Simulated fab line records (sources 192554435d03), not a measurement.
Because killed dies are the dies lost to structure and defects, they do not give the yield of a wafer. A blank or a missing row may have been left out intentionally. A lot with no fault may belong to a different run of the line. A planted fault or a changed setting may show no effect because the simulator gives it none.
The tool behind it: which one? :: flow n5_finfet :: 24 lots with 72 wafers sampled at 6 steps, on a route of 1938 steps

WHAT EACH GAUGE READ, for each wafer
N5_BEOL_M4_OCD_MEAS_38.
lot: L074
measured: day 7 15:23
on: ocd-02
trench_depth_nm (nm): 55.8 55.2 55.6

lot: L075
measured: day 8 09:38
on: ocd-01
trench_depth_nm (nm): 56.6 57.5 55.3

lot: L077
measured: day 8 17:12
on: ocd-01
trench_depth_nm (nm): 57.0 54.9 56.4

lot: L076
measured: day 8 17:16
on: ocd-02
trench_depth_nm (nm): 55.9 55.8 53.6

lot: L078
measured: day 8 17:19
on: ocd-01
trench_depth_nm (nm): 57.0 55.6 54.8

lot: L079
measured: day 8 23:24
on: ocd-02
trench_depth_nm (nm): 54.2 55.1 54.7

lot: L081
measured: day 9 02:46
on: ocd-02
trench_depth_nm (nm): 53.7 57.1 55.9

lot: L080
measured: day 9 17:30
on: ocd-01
trench_depth_nm (nm): 57.5 53.7 56.3

lot: L082
measured: day 9 17:59
on: ocd-01
trench_depth_nm (nm): 56.2 56.8 54.2

lot: L083
measured: day 9 21:34
on: ocd-01
trench_depth_nm (nm): 52.8 56.2 53.0

lot: L084
measured: day 10 15:07
on: ocd-01
trench_depth_nm (nm): 55.2 54.5 53.3

lot: L085
measured: day 10 16:06
on: ocd-02
trench_depth_nm (nm): 55.6 54.6 55.0

lot: L088
measured: day 10 21:31
on: ocd-01
trench_depth_nm (nm): 55.5 55.1 54.0

lot: L086
measured: day 10 21:53
on: ocd-02
trench_depth_nm (nm): 57.6 57.3 54.2

lot: L087
measured: day 11 13:23
on: ocd-02
trench_depth_nm (nm): 55.6 55.7 55.8

lot: L089
measured: day 11 17:40
on: ocd-01
trench_depth_nm (nm): 55.1 54.1 56.0

lot: L090
measured: day 11 23:40
on: ocd-02
trench_depth_nm (nm): 56.3 53.3 55.0

lot: L091
measured: day 12 02:23
on: ocd-02
trench_depth_nm (nm): 55.2 54.1 56.4

lot: L093
measured: day 12 05:59
on: ocd-01
trench_depth_nm (nm): 55.1 54.6 54.6

lot: L092
measured: day 12 06:02
on: ocd-02
trench_depth_nm (nm): 56.7 55.5 53.1

lot: L094
measured: day 13 00:16
on: ocd-02
trench_depth_nm (nm): 55.3 53.3 56.8

lot: L095
measured: day 13 03:30
on: ocd-01
trench_depth_nm (nm): 52.8 57.1 56.8

lot: L096
measured: day 13 07:18
on: ocd-01
trench_depth_nm (nm): 55.0 56.7 56.7

lot: L097
measured: day 13 09:16
on: ocd-01
trench_depth_nm (nm): 55.7 56.4 52.9

N5_BEOL_M5_THK_MEAS_01.
lot: L074
measured: day 7 21:16
on: film_metro-02
M5_ILD_THK (nm): 119.5 117.4 121.0

lot: L075
measured: day 8 16:06
on: film_metro-02
M5_ILD_THK (nm): 120.9 122.6 124.2

lot: L077
measured: day 8 22:36
on: film_metro-02
M5_ILD_THK (nm): 120.9 122.2 121.4

lot: L076
measured: day 8 23:01
on: film_metro-02
M5_ILD_THK (nm): 123.1 121.7 120.7

lot: L078
measured: day 8 23:58
on: film_metro-02
M5_ILD_THK (nm): 117.4 120.4 122.3

lot: L079
measured: day 9 04:53
on: film_metro-02
M5_ILD_THK (nm): 118.2 119.1 122.1

lot: L081
measured: day 9 08:52
on: film_metro-02
M5_ILD_THK (nm): 118.5 121.1 121.0

lot: L080
measured: day 10 00:59
on: film_metro-01
M5_ILD_THK (nm): 119.8 120.0 123.8

lot: L082
measured: day 10 01:24
on: film_metro-01
M5_ILD_THK (nm): 118.5 118.1 120.7

lot: L083
measured: day 10 03:44
on: film_metro-02
M5_ILD_THK (nm): 120.9 119.0 121.9

lot: L084
measured: day 10 21:17
on: film_metro-01
M5_ILD_THK (nm): 117.6 121.1 120.8

lot: L085
measured: day 10 22:02
on: film_metro-02
M5_ILD_THK (nm): 119.0 119.8 120.7

lot: L088
measured: day 11 03:26
on: film_metro-02
M5_ILD_THK (nm): 123.7 121.2 120.3

lot: L086
measured: day 11 03:59
on: film_metro-02
M5_ILD_THK (nm): 121.7 119.7 121.1

lot: L087
measured: day 11 22:02
on: film_metro-01
M5_ILD_THK (nm): 118.4 120.8 123.0

lot: L089
measured: day 11 23:50
on: film_metro-01
M5_ILD_THK (nm): 120.7 125.0 123.2

lot: L090
measured: day 12 06:11
on: film_metro-01
M5_ILD_THK (nm): 121.1 120.3 124.6

lot: L091
measured: day 12 08:12
on: film_metro-02
M5_ILD_THK (nm): 118.8 123.6 121.6

lot: L093
measured: day 12 12:04
on: film_metro-02
M5_ILD_THK (nm): 118.8 120.7 120.8

lot: L092
measured: day 12 11:56
on: film_metro-01
M5_ILD_THK (nm): 120.1 119.5 120.7

lot: L094
measured: day 13 06:02
on: film_metro-02
M5_ILD_THK (nm): 120.7 122.5 118.8

lot: L095
measured: day 13 10:11
on: film_metro-02
M5_ILD_THK (nm): 117.8 119.9 121.6

lot: L096
measured: day 13 14:04
on: film_metro-01
M5_ILD_THK (nm): 119.3 120.4 120.8

lot: L097
measured: day 13 14:59
on: film_metro-01
M5_ILD_THK (nm): 122.9 121.4 121.5

TOOL THAT RAN EACH LOT (tool first, then ch and the chambers of the sampled wafers, then the start)
lot: L074
N5_BEOL_M4_ANNEAL_82: pvd_sputter-01, day 7 17:23
N5_BEOL_M4_PRE_CLEAN_60: cvd_co-02 ch 0,2, day 7 19:27
N5_BEOL_M4_CO_CAP_55: cvd_co-02 ch 0,2, day 7 19:29
N5_BEOL_M5_ILD_DEP_00: pecvd-01 ch 0,2, day 7 20:41

lot: L075
N5_BEOL_M4_ANNEAL_82: pvd_sputter-03, day 8 11:55
N5_BEOL_M4_PRE_CLEAN_60: cvd_co-01 ch 1,2, day 8 14:16
N5_BEOL_M4_CO_CAP_55: cvd_co-01 ch 1,2, day 8 14:19
N5_BEOL_M5_ILD_DEP_00: pecvd-02 ch 1,2, day 8 15:31

lot: L077
N5_BEOL_M4_ANNEAL_82: pvd_sputter-02, day 8 18:41
N5_BEOL_M4_PRE_CLEAN_60: cvd_co-01 ch 1,2, day 8 20:46
N5_BEOL_M4_CO_CAP_55: cvd_co-01 ch 1,2, day 8 20:48
N5_BEOL_M5_ILD_DEP_00: pecvd-01 ch 0,1, day 8 22:02

lot: L076
N5_BEOL_M4_ANNEAL_82: pvd_sputter-03, day 8 18:51
N5_BEOL_M4_PRE_CLEAN_60: cvd_co-02 ch 0,1,2, day 8 21:11
N5_BEOL_M4_CO_CAP_55: cvd_co-02 ch 0,1,2, day 8 21:14
N5_BEOL_M5_ILD_DEP_00: pecvd-02 ch 0,1,2, day 8 22:28

lot: L078
N5_BEOL_M4_ANNEAL_82: pvd_sputter-01, day 8 18:53
N5_BEOL_M4_PRE_CLEAN_60: cvd_co-02 ch 0,1,2, day 8 21:17
N5_BEOL_M4_CO_CAP_55: cvd_co-02 ch 0,1,2, day 8 21:19
N5_BEOL_M5_ILD_DEP_00: pecvd-02 ch 0,2, day 8 22:58

lot: L079
N5_BEOL_M4_ANNEAL_82: pvd_sputter-03, day 9 00:57
N5_BEOL_M4_PRE_CLEAN_60: cvd_co-02 ch 1,2, day 9 03:05
N5_BEOL_M4_CO_CAP_55: cvd_co-02 ch 1,2, day 9 03:07
N5_BEOL_M5_ILD_DEP_00: pecvd-02 ch 0,1, day 9 04:19

lot: L081
N5_BEOL_M4_ANNEAL_82: pvd_sputter-02, day 9 04:56
N5_BEOL_M4_PRE_CLEAN_60: cvd_co-01 ch 1,2, day 9 07:00
N5_BEOL_M4_CO_CAP_55: cvd_co-01 ch 1,2, day 9 07:02
N5_BEOL_M5_ILD_DEP_00: pecvd-01 ch 0,2, day 9 08:16

lot: L080
N5_BEOL_M4_ANNEAL_82: pvd_sputter-02, day 9 19:33
N5_BEOL_M4_PRE_CLEAN_60: cvd_co-01 ch 0,1,2, day 9 21:37
N5_BEOL_M4_CO_CAP_55: cvd_co-01 ch 0,1,2, day 9 21:39
N5_BEOL_M5_ILD_DEP_00: pecvd-02 ch 0,2, day 9 22:58

lot: L082
N5_BEOL_M4_ANNEAL_82: pvd_sputter-01, day 9 21:17
N5_BEOL_M4_PRE_CLEAN_60: cvd_co-02 ch 1,2, day 9 23:30
N5_BEOL_M4_CO_CAP_55: cvd_co-02 ch 1,2, day 9 23:34
N5_BEOL_M5_ILD_DEP_00: pecvd-02 ch 0,1, day 10 00:50

lot: L083
N5_BEOL_M4_ANNEAL_82: pvd_sputter-02, day 9 23:27
N5_BEOL_M4_PRE_CLEAN_60: cvd_co-01 ch 1,2, day 10 01:34
N5_BEOL_M4_CO_CAP_55: cvd_co-01 ch 1,2, day 10 01:36
N5_BEOL_M5_ILD_DEP_00: pecvd-02 ch 0,1, day 10 02:50

lot: L084
N5_BEOL_M4_ANNEAL_82: pvd_sputter-02, day 10 17:16
N5_BEOL_M4_PRE_CLEAN_60: cvd_co-01 ch 1,2, day 10 19:27
N5_BEOL_M4_CO_CAP_55: cvd_co-01 ch 1,2, day 10 19:29
N5_BEOL_M5_ILD_DEP_00: pecvd-04 ch 1,2, day 10 20:42

lot: L085
N5_BEOL_M4_ANNEAL_82: pvd_sputter-01, day 10 18:06
N5_BEOL_M4_PRE_CLEAN_60: cvd_co-01 ch 0,1,2, day 10 20:11
N5_BEOL_M4_CO_CAP_55: cvd_co-01 ch 0,1,2, day 10 20:13
N5_BEOL_M5_ILD_DEP_00: pecvd-04 ch 2, day 10 21:26

lot: L088
N5_BEOL_M4_ANNEAL_82: pvd_sputter-03, day 10 23:20
N5_BEOL_M4_PRE_CLEAN_60: cvd_co-02 ch 0, day 11 01:28
N5_BEOL_M4_CO_CAP_55: cvd_co-02 ch 0, day 11 01:37
N5_BEOL_M5_ILD_DEP_00: pecvd-02 ch 0,1,2, day 11 02:53

lot: L086
N5_BEOL_M4_ANNEAL_82: pvd_sputter-02, day 10 23:45
N5_BEOL_M4_PRE_CLEAN_60: cvd_co-02 ch 0, day 11 01:58
N5_BEOL_M4_CO_CAP_55: cvd_co-02 ch 0, day 11 02:05
N5_BEOL_M5_ILD_DEP_00: pecvd-01 ch 1,2, day 11 03:24

lot: L087
N5_BEOL_M4_ANNEAL_82: pvd_sputter-02, day 11 15:01
N5_BEOL_M4_PRE_CLEAN_60: cvd_co-01 ch 0,2, day 11 20:13
N5_BEOL_M4_CO_CAP_55: cvd_co-01 ch 0,2, day 11 20:16
N5_BEOL_M5_ILD_DEP_00: pecvd-01 ch 0,2, day 11 21:27

lot: L089
N5_BEOL_M4_ANNEAL_82: pvd_sputter-02, day 11 19:11
N5_BEOL_M4_PRE_CLEAN_60: cvd_co-02 ch 1,2, day 11 22:02
N5_BEOL_M4_CO_CAP_55: cvd_co-02 ch 1,2, day 11 22:04
N5_BEOL_M5_ILD_DEP_00: pecvd-04 ch 0,1,2, day 11 23:16

lot: L090
N5_BEOL_M4_ANNEAL_82: pvd_sputter-02, day 12 01:53
N5_BEOL_M4_PRE_CLEAN_60: cvd_co-01 ch 0,1,2, day 12 04:23
N5_BEOL_M4_CO_CAP_55: cvd_co-01 ch 0,1,2, day 12 04:27
N5_BEOL_M5_ILD_DEP_00: pecvd-04 ch 0,1,2, day 12 05:38

lot: L091
N5_BEOL_M4_ANNEAL_82: pvd_sputter-02, day 12 04:20
N5_BEOL_M4_PRE_CLEAN_60: cvd_co-02 ch 0,1,2, day 12 06:23
N5_BEOL_M4_CO_CAP_55: cvd_co-02 ch 0,1,2, day 12 06:26
N5_BEOL_M5_ILD_DEP_00: pecvd-02 ch 1,2, day 12 07:38

lot: L093
N5_BEOL_M4_ANNEAL_82: pvd_sputter-03, day 12 08:01
N5_BEOL_M4_PRE_CLEAN_60: cvd_co-02 ch 0,1, day 12 10:14
N5_BEOL_M4_CO_CAP_55: cvd_co-02 ch 0,1, day 12 10:16
N5_BEOL_M5_ILD_DEP_00: pecvd-02 ch 0,1, day 12 11:28

lot: L092
N5_BEOL_M4_ANNEAL_82: pvd_sputter-01, day 12 07:53
N5_BEOL_M4_PRE_CLEAN_60: cvd_co-01 ch 0,1,2, day 12 09:58
N5_BEOL_M4_CO_CAP_55: cvd_co-01 ch 0,1,2, day 12 10:00
N5_BEOL_M5_ILD_DEP_00: pecvd-04 ch 0,1,2, day 12 11:12

lot: L094
N5_BEOL_M4_ANNEAL_82: pvd_sputter-02, day 13 01:41
N5_BEOL_M4_PRE_CLEAN_60: cvd_co-02 ch 0,2, day 13 03:45
N5_BEOL_M4_CO_CAP_55: cvd_co-02 ch 0,2, day 13 03:47
N5_BEOL_M5_ILD_DEP_00: pecvd-04 ch 0,1,2, day 13 04:59

lot: L095
N5_BEOL_M4_ANNEAL_82: pvd_sputter-03, day 13 05:13
N5_BEOL_M4_PRE_CLEAN_60: cvd_co-02 ch 0,1,2, day 13 07:26
N5_BEOL_M4_CO_CAP_55: cvd_co-02 ch 0,1,2, day 13 07:28
N5_BEOL_M5_ILD_DEP_00: pecvd-01 ch 0,1, day 13 08:42

lot: L096
N5_BEOL_M4_ANNEAL_82: pvd_sputter-02, day 13 10:11
N5_BEOL_M4_PRE_CLEAN_60: cvd_co-01 ch 0,1,2, day 13 12:14
N5_BEOL_M4_CO_CAP_55: cvd_co-01 ch 0,1,2, day 13 12:17
N5_BEOL_M5_ILD_DEP_00: pecvd-02 ch 0,1, day 13 13:29

lot: L097
N5_BEOL_M4_ANNEAL_82: pvd_sputter-01, day 13 11:07
N5_BEOL_M4_PRE_CLEAN_60: cvd_co-02 ch 1,2, day 13 13:11
N5_BEOL_M4_CO_CAP_55: cvd_co-02 ch 1,2, day 13 13:13
N5_BEOL_M5_ILD_DEP_00: pecvd-04 ch 0,1,2, day 13 14:25
- N5_BEOL_M4_ANNEAL_82: time 240 s.
- N5_BEOL_M4_PRE_CLEAN_60: time 15 s.
- N5_BEOL_M4_CO_CAP_55: material Co, precursor CCTBA/H2, target thk 2 nm, time 102.1 s.
- N5_BEOL_M5_ILD_DEP_00: deposits SiCOH lowk from DEMS/porogen, target thk 140.64 nm, time 25.9 s.

WHAT THE TOOLS THEMSELVES READ (means of the sampled wafers that have a number; where no wafer has one, the mark that the record gives instead)
N5_BEOL_M4_ANNEAL_82.
lot: L074
tool: pvd_sputter-01
heater_power_w (W): 853

lot: L075
tool: pvd_sputter-03
heater_power_w (W): 790

lot: L077
tool: pvd_sputter-02
heater_power_w (W): 747

lot: L076
tool: pvd_sputter-03
heater_power_w (W): 764

lot: L078
tool: pvd_sputter-01
heater_power_w (W): 877

lot: L079
tool: pvd_sputter-03
heater_power_w (W): 825

lot: L081
tool: pvd_sputter-02
heater_power_w (W): 768

lot: L080
tool: pvd_sputter-02
heater_power_w (W): 749

lot: L082
tool: pvd_sputter-01
heater_power_w (W): 880

lot: L083
tool: pvd_sputter-02
heater_power_w (W): 808

lot: L084
tool: pvd_sputter-02
heater_power_w (W): 841

lot: L085
tool: pvd_sputter-01
heater_power_w (W): 879

lot: L088
tool: pvd_sputter-03
heater_power_w (W): 865

lot: L086
tool: pvd_sputter-02
heater_power_w (W): 778

lot: L087
tool: pvd_sputter-02
heater_power_w (W): 820

lot: L089
tool: pvd_sputter-02
heater_power_w (W): 774

lot: L090
tool: pvd_sputter-02
heater_power_w (W): 800

lot: L091
tool: pvd_sputter-02
heater_power_w (W): 749

lot: L093
tool: pvd_sputter-03
heater_power_w (W): 770

lot: L092
tool: pvd_sputter-01
heater_power_w (W): 869

lot: L094
tool: pvd_sputter-02
heater_power_w (W): 743

lot: L095
tool: pvd_sputter-03
heater_power_w (W): 806

lot: L096
tool: pvd_sputter-02
heater_power_w (W): 821

lot: L097
tool: pvd_sputter-01
heater_power_w (W): 877

N5_BEOL_M4_PRE_CLEAN_60.
lot: L074
tool: cvd_co-02
heater_power_w (W): 93

lot: L075
tool: cvd_co-01
heater_power_w (W): 96

lot: L077
tool: cvd_co-01
heater_power_w (W): 97

lot: L076
tool: cvd_co-02
heater_power_w (W): 68

lot: L078
tool: cvd_co-02
heater_power_w (W): 69

lot: L079
tool: cvd_co-02
heater_power_w (W): 46

lot: L081
tool: cvd_co-01
heater_power_w (W): 92

lot: L080
tool: cvd_co-01
heater_power_w (W): 87

lot: L082
tool: cvd_co-02
heater_power_w (W): 46

lot: L083
tool: cvd_co-01
heater_power_w (W): 98

lot: L084
tool: cvd_co-01
heater_power_w (W): 96

lot: L085
tool: cvd_co-01
heater_power_w (W): 91

lot: L088
tool: cvd_co-02
heater_power_w (W): 115

lot: L086
tool: cvd_co-02
heater_power_w (W): 115

lot: L087
tool: cvd_co-01
heater_power_w (W): 85

lot: L089
tool: cvd_co-02
heater_power_w (W): 49

lot: L090
tool: cvd_co-01
heater_power_w (W): 91

lot: L091
tool: cvd_co-02
heater_power_w (W): 69

lot: L093
tool: cvd_co-02
heater_power_w (W): 91

lot: L092
tool: cvd_co-01
heater_power_w (W): 89

lot: L094
tool: cvd_co-02
heater_power_w (W): 94

lot: L095
tool: cvd_co-02
heater_power_w (W): 70

lot: L096
tool: cvd_co-01
heater_power_w (W): 88

lot: L097
tool: cvd_co-02
heater_power_w (W): 46

N5_BEOL_M4_CO_CAP_55.
lot: L074
tool: cvd_co-02
heater_power_w (W): 245

lot: L075
tool: cvd_co-01
heater_power_w (W): 248

lot: L077
tool: cvd_co-01
heater_power_w (W): 250

lot: L076
tool: cvd_co-02
heater_power_w (W): 219

lot: L078
tool: cvd_co-02
heater_power_w (W): 216

lot: L079
tool: cvd_co-02
heater_power_w (W): 187

lot: L081
tool: cvd_co-01
heater_power_w (W): 247

lot: L080
tool: cvd_co-01
heater_power_w (W): 241

lot: L082
tool: cvd_co-02
heater_power_w (W): 187

lot: L083
tool: cvd_co-01
heater_power_w (W): 250

lot: L084
tool: cvd_co-01
heater_power_w (W): 251

lot: L085
tool: cvd_co-01
heater_power_w (W): 236

lot: L088
tool: cvd_co-02
heater_power_w (W): 271

lot: L086
tool: cvd_co-02
heater_power_w (W): 273

lot: L087
tool: cvd_co-01
heater_power_w (W): 237

lot: L089
tool: cvd_co-02
heater_power_w (W): 191

lot: L090
tool: cvd_co-01
heater_power_w (W): 240

lot: L091
tool: cvd_co-02
heater_power_w (W): 214

lot: L093
tool: cvd_co-02
heater_power_w (W): 241

lot: L092
tool: cvd_co-01
heater_power_w (W): 242

lot: L094
tool: cvd_co-02
heater_power_w (W): 247

lot: L095
tool: cvd_co-02
heater_power_w (W): 216

lot: L096
tool: cvd_co-01
heater_power_w (W): 240

lot: L097
tool: cvd_co-02
heater_power_w (W): 190

N5_BEOL_M5_ILD_DEP_00.
lot: L074
tool: pecvd-01
heater_power_w (W): 293
showerhead_plenum_p_Torr (Torr): 5.757
throttle_valve_pct (%): 14.2

lot: L075
tool: pecvd-02
heater_power_w (W): 275
showerhead_plenum_p_Torr (Torr): 5.750
throttle_valve_pct (%): 14.9

lot: L077
tool: pecvd-01
heater_power_w (W): 318
showerhead_plenum_p_Torr (Torr): 5.750
throttle_valve_pct (%): 14.2

lot: L076
tool: pecvd-02
heater_power_w (W): 268
showerhead_plenum_p_Torr (Torr): 5.745
throttle_valve_pct (%): 14.0

lot: L078
tool: pecvd-02
heater_power_w (W): 263
showerhead_plenum_p_Torr (Torr): 5.728
throttle_valve_pct (%): 12.9

lot: L079
tool: pecvd-02
heater_power_w (W): 267
showerhead_plenum_p_Torr (Torr): 5.758
throttle_valve_pct (%): 13.8

lot: L081
tool: pecvd-01
heater_power_w (W): 314
showerhead_plenum_p_Torr (Torr): 5.726
throttle_valve_pct (%): 14.8

lot: L080
tool: pecvd-02
heater_power_w (W): 298
showerhead_plenum_p_Torr (Torr): 5.736
throttle_valve_pct (%): 13.0

lot: L082
tool: pecvd-02
heater_power_w (W): 237
showerhead_plenum_p_Torr (Torr): 5.769
throttle_valve_pct (%): 14.7

lot: L083
tool: pecvd-02
heater_power_w (W): 258
showerhead_plenum_p_Torr (Torr): 5.760
throttle_valve_pct (%): 14.8

lot: L084
tool: pecvd-04
heater_power_w (W): 256
showerhead_plenum_p_Torr (Torr): 5.742
throttle_valve_pct (%): 13.9

lot: L085
tool: pecvd-04
heater_power_w (W): 220
showerhead_plenum_p_Torr (Torr): 5.730
throttle_valve_pct (%): 13.8

lot: L088
tool: pecvd-02
heater_power_w (W): 281
showerhead_plenum_p_Torr (Torr): 5.741
throttle_valve_pct (%): 13.9

lot: L086
tool: pecvd-01
heater_power_w (W): 335
showerhead_plenum_p_Torr (Torr): 5.728
throttle_valve_pct (%): 14.2

lot: L087
tool: pecvd-01
heater_power_w (W): 282
showerhead_plenum_p_Torr (Torr): 5.757
throttle_valve_pct (%): 13.1

lot: L089
tool: pecvd-04
heater_power_w (W): 270
showerhead_plenum_p_Torr (Torr): 5.741
throttle_valve_pct (%): 13.4

lot: L090
tool: pecvd-04
heater_power_w (W): 287
showerhead_plenum_p_Torr (Torr): 5.745
throttle_valve_pct (%): 13.7

lot: L091
tool: pecvd-02
heater_power_w (W): 269
showerhead_plenum_p_Torr (Torr): 5.755
throttle_valve_pct (%): 14.9

lot: L093
tool: pecvd-02
heater_power_w (W): 283
showerhead_plenum_p_Torr (Torr): 5.756
throttle_valve_pct (%): 13.9

lot: L092
tool: pecvd-04
heater_power_w (W): 286
showerhead_plenum_p_Torr (Torr): 5.749
throttle_valve_pct (%): 13.5

lot: L094
tool: pecvd-04
heater_power_w (W): 263
showerhead_plenum_p_Torr (Torr): 5.731
throttle_valve_pct (%): 13.5

lot: L095
tool: pecvd-01
heater_power_w (W): 328
showerhead_plenum_p_Torr (Torr): 5.762
throttle_valve_pct (%): 14.2

lot: L096
tool: pecvd-02
heater_power_w (W): 251
showerhead_plenum_p_Torr (Torr): 5.750
throttle_valve_pct (%): 14.0

lot: L097
tool: pecvd-04
heater_power_w (W): 255
showerhead_plenum_p_Torr (Torr): 5.741
throttle_valve_pct (%): 13.7

THE ANSWER, worked out from the rows above alone
Rule: what is usual is taken from the lots themselves. Put in order of their means at a reading, lots are off if they are a third of the lots or fewer, leave a main group of 4 or more, and stand apart from it by a gap of 3 or more times the standard deviation of the main group's means; of several such gaps the widest counts. If all means in a main group match to the digits the tables above print for the reading, that group is not used. A lot without any number at a reading at which 4 lots or more have one is off too. The other lots that the step has rows for count as sound. After the gauges, taken in route order, come the tools' own readings; for these a lot's mean is taken, as printed above. The first step at which some lot is off is used, and at that step the reading that is off furthest; a lot without a number counts as furthest.
No lot is off on any of the readings shown, so nothing can be concluded from this.

WHAT THE SIMULATOR HAD INSERTED
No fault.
